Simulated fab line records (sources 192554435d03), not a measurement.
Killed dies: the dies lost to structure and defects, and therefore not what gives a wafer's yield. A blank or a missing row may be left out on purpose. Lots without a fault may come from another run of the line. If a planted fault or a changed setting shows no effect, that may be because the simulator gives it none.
One fault seen from 3 desks / flow n5-finfet / each desk holds nothing but its own numbers, with what lay behind them at the end

## THE DEFECT DESK
Per lot, the means of the sampled wafers with a number show what the inspections along the route counted. Any lot whose mean is over 4 standard deviations away from the usual mean is out of limits and marked OUT; that distance is given in the brackets.
Columns: A = raw-defect-count at N5_BEOL_M1_INSPECT_59, usual 73
lot=L716; first seen here=day 6 10:37; A=80
lot=L717; first seen here=day 6 18:25; A=65
lot=L718; first seen here=day 7 05:46; A=76
lot=L722; first seen here=day 8 06:49; A=99
lot=L725; first seen here=day 8 15:01; A=81
lot=L731; first seen here=day 10 08:29; A=69
lot=L734; first seen here=day 11 06:57; A=58
lot=L736; first seen here=day 11 16:20; A=78
lot=L737; first seen here=day 11 19:31; A=64
lot=L738; first seen here=day 12 01:19; A=104
lot=L739; first seen here=day 12 09:14; A=58
This desk's verdict: no lot among the 11 shows anything out of limits.

## METROLOGY DESK
What the gauges read for every lot (on any tool): the sampled wafers with a number, averaged. Any lot whose mean is over 4 standard deviations away from the usual mean is out of limits and marked OUT; that distance is given in the brackets. Of its 10 readings 7 are shown: those that lie furthest out on some lot.
Columns: A = DIBL_P at N5_BEOL_M4_RC_MEAS_101, usual 37.5 mV/V; B = IOFF_P at N5_BEOL_M4_RC_MEAS_101, usual 0.23 nA/um; C = ION_N at N5_BEOL_M4_RC_MEAS_101, usual 679 uA/um; D = ION_P at N5_BEOL_M4_RC_MEAS_101, usual 462 uA/um; E = SS_P at N5_BEOL_M4_RC_MEAS_101, usual 73.7 mV/dec; F = VT_N at N5_BEOL_M4_RC_MEAS_101, usual 248 mV; G = VT_P at N5_BEOL_M4_RC_MEAS_101, usual -250 mV
lot=L716; first seen here=day 7 17:53; A=37.9; B=0.24; C=682; D=464; E=73.8; F=247; G=-249
lot=L717; first seen here=day 8 05:03; A=37.9; B=0.24; C=685; D=465; E=73.6; F=245; G=-248
lot=L718; first seen here=day 8 19:37; A=37.5; B=0.24; C=680; D=467; E=74.0; F=250; G=-247
lot=L722; first seen here=day 10 03:50; A=37.1; B=0.22; C=680; D=467; E=73.3; F=248; G=-249
lot=L725; first seen here=day 10 08:46; A=36.1; B=0.19; C=666; D=453; E=73.7; F=253; G=-254
lot=L731; first seen here=day 11 18:23; A=35.9; B=0.17; C=661; D=443; E=73.2; F=251; G=-256
lot=L734; first seen here=day 12 14:58; A=35.6; B=0.17; C=669; D=449; E=73.5; F=254; G=-254
lot=L737; first seen here=day 12 20:19; A=40.1; B=0.26; C=700; D=466; E=74.5; F=244; G=-248
lot=L736; first seen here=day 13 09:39; A=38.0; B=0.23; C=690; D=464; E=74.0; F=246; G=-249
lot=L738; first seen here=day 13 12:25; A=34.6; B=0.22; C=673; D=462; E=72.8; F=248; G=-246
lot=L739; first seen here=day 13 13:20; A=39.4; B=0.30; C=690; D=471; E=74.0; F=245; G=-245
This desk's verdict: no lot among the 11 shows anything out of limits.

## DESK OF THE TOOL OWNER: litho-track-05
The tool's own readings at N5_BEOL_M2_COAT_61 (time 60 s, resist thk 60 nm): means of the sampled wafers that have a number, for each lot that ran on this tool. Any lot whose mean is over 4 standard deviations away from the usual mean is out of limits and marked OUT; that distance is given in the brackets.
Columns: A = dispense-pressure-kPa at N5_BEOL_M2_COAT_61, usual 49.8 kPa; B = heater-power-total-W at N5_BEOL_M2_COAT_61, usual 500.7 W; C = run-length-s at N5_BEOL_M2_COAT_61, usual 65.97 s
lot=L716; first seen here=day 6 11:56; A=49.9; B=500.6; C=66.02
lot=L717; first seen here=day 6 20:52; A=49.9; B=502.0; C=66.08
lot=L722; first seen here=day 8 08:40; A=49.9; B=627.7 (+71) OUT; C=49.52 (-99 or more) OUT
lot=L725; first seen here=day 8 18:50; A=50.0; B=689.9 (+99 or more) OUT; C=41.08 (-99 or more) OUT
Finding of this desk: L722, L725 out of limits; the first was L722 at day 8 08:40, on heater-power-total-W at N5_BEOL_M2_COAT_61. L716, L717 stayed within limits.

## TAKEN TOGETHER
The tool owner's desk had the chance to raise an alarm at day 8 08:40 on L722, L725.
Nothing out of limits was seen by the defect desk.
The metrology desk saw nothing out of limits.
The defect desk has L722, L725 on record, within its limits.
The metrology desk has L722, L725 on record, within its limits.
Of the lots named, all ran N5_BEOL_M2_COAT_61 on litho-track-05.

## WHAT HAD BEEN PUT IN BY THE SIMULATOR
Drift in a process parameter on litho-track-05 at N5_BEOL_M2_COAT_61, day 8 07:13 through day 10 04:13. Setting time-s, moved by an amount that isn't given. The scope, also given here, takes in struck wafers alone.
Lots struck among those shown: L722, L725.
How many hours passed from the start of the fault until each desk's first out-of-limits reading: the tool owner's desk, 1.
